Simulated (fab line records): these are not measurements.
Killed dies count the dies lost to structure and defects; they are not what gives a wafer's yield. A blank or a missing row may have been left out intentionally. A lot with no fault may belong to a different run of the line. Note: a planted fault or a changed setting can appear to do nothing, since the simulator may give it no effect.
Matching of chambers || flow n5Finfet || N5_HKMG_FIN_ALD_71 on aldMetal-02 has 4 sister chambers
The step deposits TiN, target thk 1 nm, pulse time 1 s, purge time 3 s. 8 wafers are shown with their chamber, then 9 later ones without.

## WAFERS PAIRED WITH THEIR CHAMBERS
{"wafer": "L085.1", "chamber": 0, "heaterPowerW (W)": 907, "heaterPowerOuterW (W)": 535}
{"wafer": "L087.6", "chamber": 0, "heaterPowerW (W)": 914, "heaterPowerOuterW (W)": 515}
{"wafer": "L088.1", "chamber": 3, "heaterPowerW (W)": 900, "heaterPowerOuterW (W)": 590}
{"wafer": "L088.2", "chamber": 1, "heaterPowerW (W)": 1191, "heaterPowerOuterW (W)": 738}
{"wafer": "L088.5", "chamber": 1, "heaterPowerW (W)": 1210, "heaterPowerOuterW (W)": 746}
{"wafer": "L091.3", "chamber": 2, "heaterPowerW (W)": 849, "heaterPowerOuterW (W)": 548}
{"wafer": "L091.5", "chamber": 2, "heaterPowerW (W)": 859, "heaterPowerOuterW (W)": 543}
{"wafer": "L091.6", "chamber": 3, "heaterPowerW (W)": 897, "heaterPowerOuterW (W)": 603}

## WAFERS WITH NO CHAMBER GIVEN
{"wafer": "L092.2", "heaterPowerW (W)": 922, "heaterPowerOuterW (W)": 529}
{"wafer": "L092.5", "heaterPowerW (W)": 930, "heaterPowerOuterW (W)": 514}
{"wafer": "L092.6", "heaterPowerW (W)": 1171, "heaterPowerOuterW (W)": 731}
{"wafer": "L093.1", "heaterPowerW (W)": 896, "heaterPowerOuterW (W)": 595}
{"wafer": "L093.4", "heaterPowerW (W)": 1172, "heaterPowerOuterW (W)": 716}
{"wafer": "L093.5", "heaterPowerW (W)": 919, "heaterPowerOuterW (W)": 607}
{"wafer": "L095.2", "heaterPowerW (W)": 941, "heaterPowerOuterW (W)": 527}
{"wafer": "L095.3", "heaterPowerW (W)": 907, "heaterPowerOuterW (W)": 587}
{"wafer": "L095.5", "heaterPowerW (W)": 940, "heaterPowerOuterW (W)": 535}

## THE CHAMBER EACH PASSED THROUGH
{"wafer": "L092.2", "from the rows above": 0, "in truth": 0}
{"wafer": "L092.5", "from the rows above": 0, "in truth": 0}
{"wafer": "L092.6", "from the rows above": 1, "in truth": 1}
{"wafer": "L093.1", "from the rows above": 3, "in truth": 3}
{"wafer": "L093.4", "from the rows above": 1, "in truth": 1}
{"wafer": "L093.5", "from the rows above": 3, "in truth": 3}
{"wafer": "L095.2", "from the rows above": 0, "in truth": 0}
{"wafer": "L095.3", "from the rows above": 3, "in truth": 3}
{"wafer": "L095.5", "from the rows above": 0, "in truth": 0}
Correct placement for 9 of the 9. Not placeable from these rows: 0. Number placed wrongly: 0.
How it was worked out, from the rows above alone: a wafer's distance from a chamber is the root of the sum, over the readings, of the square of ((its reading less the chamber's mean) divided by the reading's scatter). If the next closest chamber is less than 2 further off than the closest, the wafer can't be placed; otherwise it belongs to the closest. The mean given for a chamber averages the wafers shown for that chamber. The scatter: the root of (the sum of the squares of (reading less its chamber's mean) over the shown wafers, divided by (wafers less chambers)).
